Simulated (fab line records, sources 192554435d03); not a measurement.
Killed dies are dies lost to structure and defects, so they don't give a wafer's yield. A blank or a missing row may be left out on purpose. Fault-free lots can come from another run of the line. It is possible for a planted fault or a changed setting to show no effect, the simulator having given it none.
Struck lot and sound lot, side by side :: flow n5 finfet :: 16 out of 1938 route steps
Sound: the wafers L725.1, L725.2, L725.3. Struck: wafers L732.1, L732.6. (L732.5 of the same lot was not struck and is left out.) The cause comes at the end.
Order at every step that has rows: each side's tool, ch and its chambers, its first start. Under that, the readings that differ: sound wafers :: struck wafers :: difference of the means :: sigmas: that difference in standard deviations of wafers without a fault.
alike: a reading whose means differ by less than 2 such deviations, as well as words and numbers matching on both sides. not compared: withheld readings; readings where some wafer has no value; bounds like >300 that might hide an equal value; numbers whose values overlap and for which the record gives no deviation.
Wherever a step has rows on one side only, a row that says differs or no value, or a row with sigmas, the two part there. When numbers do not overlap yet have no deviation, they are printed without sigmas and do not part them. Lack of a reading on every wafer of one side parts them only where that side has two or more wafers.

N5_BEOL_M0_SAQP_ETCH_49: etches SiO2 in CF4/O2, target depth 37 nm.
  sound on rie diel-05 ch 0,1,2, day 7 13:03; struck on rie diel-02 ch 1,2, day 8 19:37
  alike: drypump motor current A, oes product au, rf vpp V, showerhead plenum p Torr, throttle valve pct
  not compared: rf hours counter h
N5_BEOL_M0_SAQP_STRIP_75: strips in CF4.
  sound on rie diel-05 ch 0,1,2, day 7 13:09; struck on rie diel-02 ch 1,2, day 8 19:43
  alike: drypump motor current A, oes product au, rf vpp V, showerhead plenum p Torr, throttle valve pct
  not compared: rf hours counter h
then, 7 steps without rows for these wafers: N5_BEOL_M0_CUTY_COAT_50 (time 60 s, resist thk 15 nm); N5_BEOL_M0_CUTY_COAT_51 (resist thk 150 nm); N5_BEOL_M0_CUTY_EBR_52; N5_BEOL_M0_CUTY_SOFTBAKE_53 (time 60 s); N5_BEOL_M0_CUTY_EXPOSE_54 (exposes mask M0 ABLK); N5_BEOL_M0_CUTY_PEB_55 (peb time 60 s); N5_BEOL_M0_CUTY_DEVELOP_56 (develop time 30 s).
N5_BEOL_M0_CUTY_CD_MEAS_57 targets a cd of 200 nm.
  sound on cd sem-02 ch 0, day 7 13:32; struck on cd sem-03 ch 0, day 8 20:07
  alike: cd nm
N5_BEOL_M0_CUTY_OVL_MEAS_58:
  sound on overlay-02 ch 0, day 7 13:34; struck on overlay-01 ch 0, day 8 20:08
  alike: M0_ABLK_OVL
N5_BEOL_M0_CUTY_INSPECT_59: inspects for defects (macro).
  sound on defect inspect-01 at day 7 13:36; struck on defect inspect-02 at day 8 20:10
  alike: raw defect count
N5_BEOL_M0_CUTY_DESCUM_61: chemistry O2, time 7.9 s.
  sound on rie diel-04 ch 0,2,3, day 7 13:38; struck on rie diel-04 ch 2,3, day 8 20:12
  alike: drypump motor current A, oes product au, rf vpp V, showerhead plenum p Torr, throttle valve pct
  not compared: rf hours counter h, model.CAR-ArF-block_of_BEOL_M0_CUTY_COAT_51.thk nm
N5_BEOL_M0_CUTY_ETCH_62: etches SiARC in CF4, time 58.5 s.
  sound on rie diel-04 ch 0,2,3, day 7 13:40; struck on rie diel-04 ch 2,3, day 8 20:14
  alike: drypump motor current A, etch rf on time s, oes product au, rf vpp V, showerhead plenum p Torr, throttle valve pct
  not compared: rf hours counter h, model.CAR-ArF-block_of_BEOL_M0_CUTY_COAT_51.thk nm
N5_BEOL_M0_CUTY_ETCH_63: etches SOC in N2/H2, target depth 82.7 nm, overetch 16.5 nm, time 124 s.
  sound on rie diel-04 ch 0,2,3, day 7 13:43; struck on rie diel-04 ch 2,3, day 8 20:17
  alike: drypump motor current A, oes product au, rf vpp V, showerhead plenum p Torr, throttle valve pct
  not compared: rf hours counter h
-- the record jumps here: 5 days lie between the struck wafers' starts before and after (it left off in module BEOL_M0_CUTY and takes up again in module BEOL_M4, whose first step shown is number 1111 of the route) --
N5_BEOL_M4_RC_MEAS_101:
  sound on prober-02 ch 0, day 13 00:52; struck on prober-02 ch 0, day 13 09:08
  alike: DIBL_N, DIBL_P, IOFF_N, IOFF_P, ION_N, ION_P, SS_N, SS_P, VT_N, VT_P

WHERE THEY PART
Nowhere in this record.

WHY: the cause the simulator had injected
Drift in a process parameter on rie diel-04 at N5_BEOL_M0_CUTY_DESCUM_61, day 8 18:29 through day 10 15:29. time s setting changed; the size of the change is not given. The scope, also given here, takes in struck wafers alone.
